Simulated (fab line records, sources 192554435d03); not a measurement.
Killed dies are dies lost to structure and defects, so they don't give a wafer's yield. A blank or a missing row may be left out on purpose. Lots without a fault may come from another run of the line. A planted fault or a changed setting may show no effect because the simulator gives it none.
Which tool did it? | flow n5_finfet | 10 lots, 30 wafers sampled, at 5 steps of a route of 1938

WHAT THE GAUGES READ, wafer by wafer
N5_BEOL_M4_RC_MEAS_101.
lot  | measured     | on        | DIBL_N (mV/V)
L853 | day 7 20:03  | prober-01 | 34.9 34.5 37.4
L852 | day 8 10:10  | prober-01 | 33.5 36.6 33.2
L858 | day 9 12:04  | prober-01 | 37.1 35.5 35.7
L859 | day 9 18:33  | prober-01 | 36.1 34.1 37.8
L867 | day 12 01:44 | prober-01 | 37.8 36.9 35.8
L871 | day 12 22:46 | prober-02 | 35.4 36.2 35.8
L870 | day 13 01:41 | prober-01 | 37.9 39.4 38.6
L872 | day 13 01:34 | prober-02 | 36.3 35.6 35.4
L873 | day 13 07:11 | prober-02 | 34.0 36.4 36.2
L874 | day 13 16:08 | prober-01 | 36.3 38.2 37.6

WHICH TOOL RAN EACH LOT (tool, then ch and the chambers of the sampled wafers, then the start)
lot  | N5_BEOL_M4_SPUTTER_90        | N5_BEOL_M4_SPUTTER_94        | N5_BEOL_M4_PRE_CLEAN_60          | N5_BEOL_M4_CO_CAP_55
L853 | pvd_sputter-02, day 7 17:15  | pvd_sputter-02, day 7 17:41  | cvd_co-02 ch 0,2, day 7 18:53    | cvd_co-02 ch 0,2, day 7 18:57
L852 | pvd_sputter-01, day 8 08:14  | pvd_sputter-01, day 8 08:41  | cvd_co-02 ch 0,2, day 8 09:44    | cvd_co-02 ch 0,2, day 8 09:46
L858 | pvd_sputter-03, day 9 10:01  | pvd_sputter-03, day 9 10:27  | cvd_co-02 ch 0,2, day 9 11:29    | cvd_co-02 ch 0,2, day 9 11:32
L859 | pvd_sputter-02, day 9 16:29  | pvd_sputter-02, day 9 16:55  | cvd_co-02 ch 0,1,2, day 9 17:58  | cvd_co-02 ch 0,1,2, day 9 18:00
L867 | pvd_sputter-03, day 11 23:51 | pvd_sputter-03, day 12 00:17 | cvd_co-01 ch 0,1,2, day 12 01:28 | cvd_co-01 ch 0,1,2, day 12 01:30
L871 | pvd_sputter-01, day 12 20:53 | pvd_sputter-01, day 12 21:19 | cvd_co-02 ch 0,1,2, day 12 22:22 | cvd_co-02 ch 0,1,2, day 12 22:25
L870 | pvd_sputter-02, day 12 23:23 | pvd_sputter-02, day 12 23:50 | cvd_co-02 ch 0,1,2, day 13 00:56 | cvd_co-02 ch 0,1,2, day 13 01:00
L872 | pvd_sputter-03, day 12 23:46 | pvd_sputter-03, day 13 00:13 | cvd_co-02 ch 0,1,2, day 13 01:16 | cvd_co-02 ch 0,1,2, day 13 01:19
L873 | pvd_sputter-02, day 13 05:25 | pvd_sputter-02, day 13 05:52 | cvd_co-01 ch 0,1,2, day 13 06:54 | cvd_co-01 ch 0,1,2, day 13 06:56
L874 | pvd_sputter-01, day 13 13:47 | pvd_sputter-01, day 13 14:14 | cvd_co-01 ch 0,2, day 13 15:34   | cvd_co-01 ch 0,2, day 13 15:36
- N5_BEOL_M4_SPUTTER_90: material Cu, target thk 4.5 nm, time 8.29 s.
- N5_BEOL_M4_SPUTTER_94: material Cu, target thk 4.5 nm, time 8.29 s.
- N5_BEOL_M4_PRE_CLEAN_60: time 15 s.
- N5_BEOL_M4_CO_CAP_55: material Co, precursor CCTBA/H2, target thk 2 nm, time 102.1 s.

THE ANSWER, worked out from the rows above alone
Rule: what is usual is taken from the lots themselves. Put in order of their means at a reading, lots are off if they are a third of the lots or fewer, leave a main group of 4 or more, and stand apart from it by a gap of 3 or more times the standard deviation of the main group's means; of several such gaps the widest counts. A main group whose means are all the same, to the digits that the tables above print for the reading, isn't used. A lot without any number at a reading at which 4 lots or more have one is off too. The other lots that the step has rows for count as sound.
No lot is off at any reading shown: from this, nothing can be told.

WHAT THE SIMULATOR HAD PUT IN
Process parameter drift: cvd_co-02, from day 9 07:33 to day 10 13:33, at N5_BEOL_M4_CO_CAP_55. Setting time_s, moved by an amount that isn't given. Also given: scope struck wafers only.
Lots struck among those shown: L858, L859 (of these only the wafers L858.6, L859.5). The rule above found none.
